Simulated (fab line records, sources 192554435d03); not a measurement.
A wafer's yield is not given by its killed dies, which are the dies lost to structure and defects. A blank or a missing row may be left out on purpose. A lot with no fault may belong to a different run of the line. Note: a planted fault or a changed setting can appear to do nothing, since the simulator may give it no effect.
Chamber matching | flow n5Finfet | N5_BEOL_M2_ALD_98 on aldSin-02 has 4 sister chambers
The step deposits SiO2, target thk 2.5 nm, pulse time 1 s, co reactant pulse time 1 s. 8 wafers are shown with their chamber, then 7 later ones without.

== WAFERS WITH THEIR CHAMBER ==
wafer  | chamber | heaterPowerW (W) | precursorPulseHeightRel
L079.6 | 0       | 70               | 1.030
L089.5 | 2       | 71               | 1.023
L089.6 | 1       | 80               | 1.045
L093.1 | 0       | 71               | 0.980
L093.3 | 2       | 72               | 1.004
L093.4 | 3       | 79               | 1.005
L094.1 | 3       | 76               | 0.971
L094.5 | 1       | 82               | 1.017

== WAFERS WHOSE CHAMBER IS MISSING ==
wafer  | heaterPowerW (W) | precursorPulseHeightRel
L094.6 | 70               | 1.007
L095.3 | 70               | 0.990
L095.4 | 78               | 1.004
L095.6 | 82               | 0.967
L097.1 | 71               | 0.983
L097.3 | 71               | 0.974
L097.5 | 78               | 1.008

== THE CHAMBER EACH PASSED THROUGH ==
wafer  | from the rows above     | in truth
L094.6 | can't be placed: 0 or 2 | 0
L095.3 | can't be placed: 0 or 2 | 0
L095.4 | can't be placed: 3 or 1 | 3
L095.6 | can't be placed: 1 or 3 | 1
L097.1 | can't be placed: 0 or 2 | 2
L097.3 | can't be placed: 0 or 2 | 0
L097.5 | can't be placed: 3 or 1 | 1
Correct placement for 0 of the 7. Can't be placed from these rows: 7 (the true chamber is among the candidates in 7). Wrongly placed: 0.
How it was worked out, from the rows above alone: a wafer's distance from a chamber is the root of the sum, over the readings, of the square of ((its reading less the chamber's mean) divided by the reading's scatter). If the next closest chamber is less than 2 further off than the closest, the wafer can't be placed; otherwise it belongs to the closest. For every chamber, the mean is computed from those of its wafers that are shown. The scatter: take each reading less its chamber's mean, square it, sum over the shown wafers, divide by the number of wafers less the number of chambers, and take the root.
